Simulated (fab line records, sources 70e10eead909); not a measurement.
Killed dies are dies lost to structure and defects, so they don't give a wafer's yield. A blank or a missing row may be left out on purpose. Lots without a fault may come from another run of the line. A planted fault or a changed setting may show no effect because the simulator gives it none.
Chamber matching | flow nand_harc | NHARC_P_GATE_DESCUM_48 on rie_diel-04: 4 sister chambers
The step chemistry O2, time 3 s. 14 wafers are shown with their chamber, then 7 later ones without.

WAFERS WITH THEIR CHAMBER
wafer  | chamber | drypump_motor_current_A (A) | throttle_valve_pct (%) | oes_product_au (a.u.)
L079.3 | 1       | 5.4                         | 11.325                 | 1.000
L079.4 | 0       | 5.5                         | 11.291                 | 0.986
L079.5 | 3       | 6.5                         | 11.307                 | 1.006
L080.3 | 1       | 5.4                         | 11.312                 | 0.995
L080.5 | 1       | 5.4                         | 11.306                 | 1.003
L080.6 | 2       | 5.7                         | 11.314                 | 0.999
L084.1 | 2       | 5.6                         | 11.301                 | 0.998
L084.3 | 3       | 6.5                         | 11.316                 | 1.005
L084.6 | 2       | 5.7                         | 11.313                 | 0.985
L088.1 | 1       | 5.4                         | 11.308                 | 0.994
L088.4 | 2       | 5.7                         | 11.321                 | 0.989
L088.5 | 2       | 5.7                         | 11.312                 | 0.982
L089.3 | 1       | 5.4                         | 11.314                 | 1.005
L089.5 | 3       | 6.5                         | 11.315                 | 1.000

SIGNATURES (means of the wafers above)
reading                 | chamber 0 | chamber 1 | chamber 2 | chamber 3 | scatter within a chamber
drypump_motor_current_A | 5.500     | 5.400     | 5.680     | 6.500     | 0.0283
throttle_valve_pct      | 11.29100  | 11.31300  | 11.31220  | 11.31267  | 0.0069
oes_product_au          | 0.98600   | 0.99940   | 0.99060   | 1.00367   | 0.00589
Rule: a wafer's distance from a chamber is the root of the sum, over the readings, of the square of ((its reading less the chamber's mean) divided by the reading's scatter). The wafer belongs to the nearest chamber; if the next one is less than 2 further off, it can't be placed. The scatter: the root of (the sum of the squares of (reading less its chamber's mean) over the shown wafers, divided by (wafers less chambers)).

WAFERS WITHOUT THEIR CHAMBER
wafer  | drypump_motor_current_A (A) | throttle_valve_pct (%) | oes_product_au (a.u.)
L089.6 | 5.4                         | 11.306                 | 1.009
L093.2 | 5.6                         | 11.303                 | 0.986
L093.4 | 6.5                         | 11.304                 | 0.988
L093.6 | 6.5                         | 11.312                 | 0.998
L096.1 | 5.4                         | 11.305                 | 0.994
L096.4 | 6.5                         | 11.297                 | 1.008
L096.6 | 5.6                         | 11.319                 | 0.987

WHICH CHAMBER EACH WENT THROUGH
wafer  | from the rows above     | in truth
L089.6 | 1                       | 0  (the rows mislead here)
L093.2 | can't be placed: 2 or 0 | 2
L093.4 | 3                       | 3
L093.6 | 3                       | 3
L096.1 | 1                       | 1
L096.4 | 3                       | 3
L096.6 | 2                       | 2
Placed correctly: 5 of 7. Can't be placed from these rows: 1 (the true chamber is among the candidates in 1). Placed wrongly: 1.
